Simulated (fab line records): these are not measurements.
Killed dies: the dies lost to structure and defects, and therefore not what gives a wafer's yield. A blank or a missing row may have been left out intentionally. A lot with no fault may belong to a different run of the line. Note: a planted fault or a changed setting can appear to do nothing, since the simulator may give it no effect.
Chamber matching + flow n5 finfet + N5_BEOL_M5_PRE_CLEAN_77 on cvd co-01: 3 sister chambers
The step time 15 s. 36 wafers are shown with their chamber, then 12 later ones without.

## WAFERS PAIRED WITH THEIR CHAMBERS
| wafer  | chamber | heater power w (W) |
|--------|---------|--------------------|
| L076.1 | 0       | 85                 |
| L076.3 | 2       | 92                 |
| L076.4 | 1       | 113                |
| L077.2 | 1       | 113                |
| L077.4 | 2       | 92                 |
| L077.5 | 1       | 111                |
| L081.2 | 1       | 112                |
| L081.3 | 2       | 89                 |
| L081.5 | 1       | 111                |
| L082.1 | 1       | 114                |
| L082.4 | 2       | 91                 |
| L082.6 | 0       | 85                 |
| L084.1 | 0       | 84                 |
| L084.2 | 1       | 114                |
| L084.4 | 1       | 114                |
| L085.2 | 2       | 91                 |
| L085.5 | 0       | 84                 |
| L085.6 | 2       | 91                 |
| L086.1 | 2       | 87                 |
| L086.3 | 1       | 113                |
| L086.4 | 1       | 114                |
| L088.3 | 2       | 90                 |
| L088.5 | 2       | 91                 |
| L088.6 | 0       | 84                 |
| L087.1 | 0       | 83                 |
| L087.2 | 1       | 115                |
| L087.3 | 2       | 92                 |
| L087.4 | 0       | 84                 |
| L087.5 | 1       | 112                |
| L087.6 | 2       | 92                 |
| L089.4 | 0       | 87                 |
| L089.5 | 2       | 90                 |
| L089.6 | 1       | 114                |
| L090.1 | 0       | 85                 |
| L090.2 | 1       | 114                |
| L090.3 | 2       | 89                 |

SIGNATURES (averages over the wafers above)
| reading        | chamber 0 | chamber 1 | chamber 2 | scatter within a chamber |
|----------------|-----------|-----------|-----------|--------------------------|
| heater power w | 84.56     | 113.14    | 90.54     | 1.32                     |
Rule: a wafer lies at a distance from a chamber equal to the root of the sum of squares, over the readings, of (its reading less the chamber's mean, divided by the reading's scatter). If the next closest chamber is less than 2 further off than the closest, the wafer can't be placed; otherwise it belongs to the closest. How the scatter is found: for the shown wafers, subtract from each reading the mean of its chamber, square and add these, divide the total by (wafers less chambers), then take the root.

## WAFERS MISSING THEIR CHAMBER
| wafer  | heater power w (W) |
|--------|--------------------|
| L090.4 | 115                |
| L090.5 | 90                 |
| L090.6 | 83                 |
| L094.1 | 86                 |
| L094.2 | 115                |
| L094.6 | 115                |
| L093.2 | 88                 |
| L093.4 | 112                |
| L093.6 | 85                 |
| L095.1 | 114                |
| L095.5 | 112                |
| L095.6 | 89                 |

## WHICH CHAMBER EACH WENT THROUGH
| wafer  | from the rows above     | in truth |
|--------|-------------------------|----------|
| L090.4 | 1                       | 1        |
| L090.5 | 2                       | 2        |
| L090.6 | 0                       | 0        |
| L094.1 | 0                       | 0        |
| L094.2 | 1                       | 1        |
| L094.6 | 1                       | 1        |
| L093.2 | can't be placed: 2 or 0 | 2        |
| L093.4 | 1                       | 1        |
| L093.6 | 0                       | 0        |
| L095.1 | 1                       | 1        |
| L095.5 | 1                       | 1        |
| L095.6 | 2                       | 2        |
Placed correctly: 11 of 12. Can't be placed from these rows: 1 (the true chamber is among the candidates in 1). Number placed wrongly: 0.
